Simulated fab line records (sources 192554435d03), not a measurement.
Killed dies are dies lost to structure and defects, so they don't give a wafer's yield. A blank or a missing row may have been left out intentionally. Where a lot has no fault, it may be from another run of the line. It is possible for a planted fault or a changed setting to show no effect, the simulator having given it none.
fab line records    flow n5Finfet    part 2 of 2: steps 23 to 32 of 32
[record] lots = 5  wafers = 15  lastDay = 17
route steps=1938 shown BEOL_M13@1684
lots untouched by any fault: they come from a run of this same line in which no faults occurred
startH: start of the lot's first displayed wafer, in hours after the record's first day    waitH: hours from the lot's prior step to this one    " repeats the value in the row above    L1.1+2: several wafers, shown together as one row    - no value present, or no start provided    * or withheld: withheld    < > ~ a bound
route shown NAME@n: NAME is a module with steps in the file, n the number in the route of the first one    usual: mean/standard deviation of fault-free wafers    same: alike in all rows    chamber/n: place in a boat    sites: the reading at each site    _std_site: their standard deviation    _edge_site: mean of outer sites minus mean of inner sites    radiusMm: how far each site lies from the wafer's centre    mask NAME#n: copy n    behind: tool/chamber where the wafer was last shaped    hold: what put the lot on hold/how long, in hours/how the hold closed    device: the n, p or np transistor that did not switch    end of line: the tests these same wafers got at the end of their route    for a step that has no rows: nothing shown but its recipe    killed: not the wafer's yield, but the dies lost to structure and defects at the first sort    map: the dies of a wafer, with x for killed, . for not killed, _ for no die there
set.NAME: the setting the step ran with; set.NAME@STEP: the setting that earlier step ran with    model.NAME: the simulator's own value behind a step, which no gauge read
lots at selected steps of the route; one table per step, one row per wafer
services: a tool's chamber out of use, with start hour (startH, from the record's first day; less than 0 if before it), hours out, and reason
[[steps]]
[step N5_BEOL_M13_SPUTTER_44]
[recipe] material = Ta  targetThkA = 100  tempC = 50  biasV = 80  powerW = 15000  chamberPressurePa = 0.07  timeS = 16.13
[usual] throttleValvePct = 29.8/1
[same] timeS = 16.13
lot.wafer  tool           chamber  startH  waitH  throttleValvePct
L076.2     pvdSputter-01  -        271.04  0.0    30.9
L076.3     "              -        "       "      31.0
L076.6     "              -        "       "      28.7
L080.3     pvdSputter-03  -        274.42  0.0    29.1
L080.4     "              -        "       "      29.8
L080.5     "              -        "       "      31.4
L085.1     pvdSputter-02  -        313.94  0.0    30.4
L085.3     "              -        "       "      28.5
L085.6     "              -        "       "      30.6
L093.3     pvdSputter-02  -        362.90  0.0    28.9
L093.4     "              -        "       "      30.6
L093.6     "              -        "       "      28.7
L094.1     pvdSputter-01  -        362.94  0.0    28.7
L094.4     "              -        "       "      29.9
L094.6     "              -        "       "      31.2
[step N5_BEOL_M13_SPUTTER_45]
[recipe] material = Cu  targetThkA = 800  tempC = -20  biasV = 60  powerW = 26000  chamberPressurePa = 0.13  timeS = 13.33
[usual] throttleValvePct = 29.8/1
[same] timeS = 13.33
lot.wafer  tool           chamber  startH  waitH  throttleValvePct
L076.2     pvdSputter-01  -        271.12  0.0    31.0
L076.3     "              -        "       "      31.0
L076.6     "              -        "       "      28.6
L080.3     pvdSputter-03  -        274.50  0.0    28.9
L080.4     "              -        "       "      29.7
L080.5     "              -        "       "      31.1
L085.1     pvdSputter-02  -        314.02  0.0    30.6
L085.3     "              -        "       "      28.7
L085.6     "              -        "       "      30.4
L093.3     pvdSputter-02  -        362.98  0.0    28.9
L093.4     "              -        "       "      30.5
L093.6     "              -        "       "      28.6
L094.1     pvdSputter-01  -        363.02  0.0    28.6
L094.4     "              -        "       "      30.1
L094.6     "              -        "       "      30.9
[step N5_BEOL_M13_ECD_47]
[recipe] material = Cu  targetThkA = 9360
lot.wafer   tool      chamber  startH  waitH
L076.2+3+6  ecdCu-01  1        271.24  0.1
L080.3+4+5  ecdCu-01  0,1,1    274.66  0.1
L085.1+3+6  ecdCu-02  1,0,0    314.14  0.1
L094.1+4+6  ecdCu-02  1,0,1    363.14  0.1
L093.3+4+6  ecdCu-01  0,1,0    363.14  0.1
[step N5_BEOL_M13_ANNEAL_48]
[recipe] tempC = 225  timeS = 90  ambient = N2
[usual] wafer_temp_C_max = 225.95/0.29
[same] timeS = 90
lot.wafer  tool          chamber  startH  waitH  wafer_temp_C_max
L076.2     rtpAnneal-02  0        271.77  0.5    226.06
L076.3     "             0        "       "      225.97
L076.6     "             0        "       "      226.09
L080.3     rtpAnneal-02  0        274.96  0.3    225.90
L080.4     "             0        "       "      225.74
L080.5     "             0        "       "      226.17
L085.1     rtpAnneal-01  0        314.30  0.1    225.77
L085.3     "             0        "       "      226.34
L085.6     "             0        "       "      226.37
L093.3     rtpAnneal-02  0        364.68  1.5    225.73
L093.4     "             0        "       "      225.95
L093.6     "             0        "       "      225.80
L094.1     rtpAnneal-01  0        364.86  1.7    226.31
L094.4     "             0        "       "      226.30
L094.6     "             0        "       "      226.28
[step N5_BEOL_M13_CMP_49]
[recipe] stopOn = SiOC  tOverpolishS = 17.1  downForcePsi = 1  platenRpm = 50  clearingPlatenDownForcePsi = 1.5  clearingPlatenRpm = 50  postCmpClean = cuAlkaline  targetThkNm = 420  clearingPlatenPadVelocityMS = 0.99484  padVelocityMS = 0.99484
[usual] barrierFieldEndpointS = 30.4/0.62  motorCurrentA = 6.0/0.67  overpolishRunS = 17.099/0.01
lot.wafer  tool    chamber  startH  waitH  barrierFieldEndpointS  motorCurrentA  overpolishRunS
L076.2     cmp-02  1        272.09  0.3    30.9                   5.8            17.109
L076.3     "       0        "       "      30.1                   5.5            17.103
L076.6     "       1        "       "      30.9                   5.7            17.108
L080.4     cmp-04  1        275.27  0.2    31.3                   7.2            17.099
L080.3     "       2        "       "      30.9                   5.2            17.071
L080.5     "       3        "       "      31.4                   6.1            17.105
L085.3     cmp-04  3        314.64  0.2    30.2                   5.9            17.083
L085.1     "       0        "       "      30.0                   5.4            17.103
L085.6     "       2        "       "      30.1                   5.6            17.104
L093.4     cmp-03  3        364.94  0.2    30.3                   6.5            17.104
L093.3     "       0        "       "      29.8                   6.0            17.097
L093.6     "       3        "       "      30.9                   6.3            17.082
L094.4     cmp-02  1        365.16  0.1    31.5                   5.6            17.103
L094.1     "       2        "       "      32.4                   5.6            17.105
L094.6     "       2        "       "      32.1                   5.7            17.090
[step N5_BEOL_M13_THK_MEAS_50]
[recipe] thkMeasGauge = xrf  reads = Cu_of_BEOL_M13_ECD_47
[usual] M13_THK = 432/7.4
lot.wafer  tool          chamber  startH  waitH  M13_THK[nm]
L076.2     filmMetro-01  -        272.38  -      439
L076.3     "             -        "       "      436
L076.6     "             -        "       "      423
L080.3     filmMetro-01  -        275.49  -      436
L080.4     "             -        "       "      426
L080.5     "             -        "       "      423
L085.1     filmMetro-01  -        314.89  -      437
L085.3     "             -        "       "      444
L085.6     "             -        "       "      436
L093.3     filmMetro-02  -        365.20  -      435
L093.4     "             -        "       "      427
L093.6     "             -        "       "      423
L094.1     filmMetro-02  -        365.45  -      426
L094.4     "             -        "       "      435
L094.6     "             -        "       "      430
[step N5_BEOL_M13_PRE_CLEAN_52]
[recipe] gas = NH3  timeS = 15  tempC = withheld  rfPowerW = 300
[same] timeS = 15
lot.wafer   tool      chamber  startH  waitH
L076.2+3+6  pecvd-01  0,1,1    272.42  0.0
L080.3+4+5  pecvd-03  0,0,2    275.52  0.0
L085.1+3+6  pecvd-02  1,2,2    314.93  0.0
L093.3+4+6  pecvd-03  1,2,0    365.24  0.0
L094.1+4+6  pecvd-02  0,2,1    365.49  0.0
[step N5_BEOL_M13_DEP_53]
[recipe] material = SiCN  targetThkA = 500  tempC = withheld  precursor = 3MS/NH3  pressureTorr = 3  rfW = 675  timeS = 17.8
[usual] showerheadPlenumPTorr = 4.153/0.02  throttleValvePct = 17.8/0.68
[same] timeS = 17.8
lot.wafer  tool      chamber  startH  waitH  showerheadPlenumPTorr  throttleValvePct
L076.2     pecvd-01  0        272.45  0.0    4.171                  18.0
L076.3     "         1        "       "      4.160                  18.0
L076.6     "         1        "       "      4.153                  18.2
L080.3     pecvd-03  0        275.55  0.0    4.153                  17.7
L080.4     "         0        "       "      4.148                  17.4
L080.5     "         2        "       "      4.130                  17.4
L085.1     pecvd-02  1        314.96  0.0    4.176                  18.6
L085.3     "         2        "       "      4.156                  16.7
L085.6     "         2        "       "      4.176                  16.5
L093.3     pecvd-03  1        365.26  0.0    4.149                  17.4
L093.4     "         2        "       "      4.132                  17.5
L093.6     "         0        "       "      4.154                  17.4
L094.1     pecvd-02  0        365.51  0.0    4.118                  19.1
L094.4     "         2        "       "      4.169                  16.9
L094.6     "         1        "       "      4.187                  18.5
[step N5_BEOL_M13_RS_MEAS_54]
[recipe] thkMeasGauge = four-point-probe  reads = Cu_of_BEOL_M13_ECD_47+Ta_of_BEOL_M13_SPUTTER_44+TaN_of_BEOL_M13_SPUTTER_43
[usual] M13_RS = 0.0449/0.00065
lot.wafer  tool          chamber  startH  waitH  M13_RS[ohm/sq]
L076.2     filmMetro-01  -        272.51  0.1    0.0441
L076.3     "             -        "       "      0.0446
L076.6     "             -        "       "      0.0457
L080.3     filmMetro-01  -        275.62  0.1    0.0446
L080.4     "             -        "       "      0.0456
L080.5     "             -        "       "      0.0459
L085.1     filmMetro-02  -        315.02  0.0    0.0446
L085.3     "             -        "       "      0.0440
L085.6     "             -        "       "      0.0449
L093.3     filmMetro-01  -        365.33  0.1    0.0441
L093.4     "             -        "       "      0.0453
L093.6     "             -        "       "      0.0457
L094.1     filmMetro-01  -        365.58  0.0    0.0457
L094.4     "             -        "       "      0.0446
L094.6     "             -        "       "      0.0454
[step N5_BEOL_M13_INSPECT_55]
[recipe] inspectInstrument = darkfield  mode = postDep
[usual] rawDefectCount = 71/25
lot.wafer  tool              chamber  startH  waitH  rawDefectCount
L076.2     defectInspect-01  -        272.54  0.0    81
L076.3     "                 -        "       "      87
L076.6     "                 -        "       "      85
L080.3     defectInspect-01  -        275.64  0.0    85
L080.4     "                 -        "       "      89
L080.5     "                 -        "       "      120
L085.1     defectInspect-02  -        315.05  0.0    87
L085.3     "                 -        "       "      46
L085.6     "                 -        "       "      82
L093.3     defectInspect-01  -        365.35  0.0    34
L093.4     "                 -        "       "      46
L093.6     "                 -        "       "      40
L094.1     defectInspect-02  -        365.61  0.0    67
L094.4     "                 -        "       "      40
L094.6     "                 -        "       "      63
[[services]]
tool            chamber  startH  hours  kind
ecdCu-01        -        244.80  1.7    repair
cmp-04          -        253.81  6.2    pm
plasmaAsher-02  -        261.19  2.8    pm
pecvd-03        -        263.84  1.6    repair
pecvd-02        -        266.62  1.8    repair
krfScanner-02   -        269.02  1.0    pm
krfScanner-02   -        270.63  0.2    repair
plasmaAsher-01  -        282.59  1.4    repair
rieDiel-06      2        297.63  7.9    repair
rieDiel-05      3        298.23  8.0    repair
rieDiel-06      -        302.99  14.6   pm
wetBench-05     -        304.00  0.5    repair
rtpAnneal-01    -        304.29  6.2    pm
pecvd-03        -        307.52  3.1    repair
plasmaAsher-02  -        307.61  2.4    repair
rieDiel-02      0        316.48  3.8    repair
pecvd-02        2        325.63  3.6    repair
rieDiel-06      0        329.38  30.4   repair
rieDiel-02      0        333.06  3.4    repair
rieDiel-06      2        337.79  6.0    repair
pvdSputter-03   -        340.21  4.5    repair
wetBench-02     -        345.25  1.9    pm
pecvd-03        -        350.19  1.3    repair
rieDiel-02      2        359.03  13.7   repair
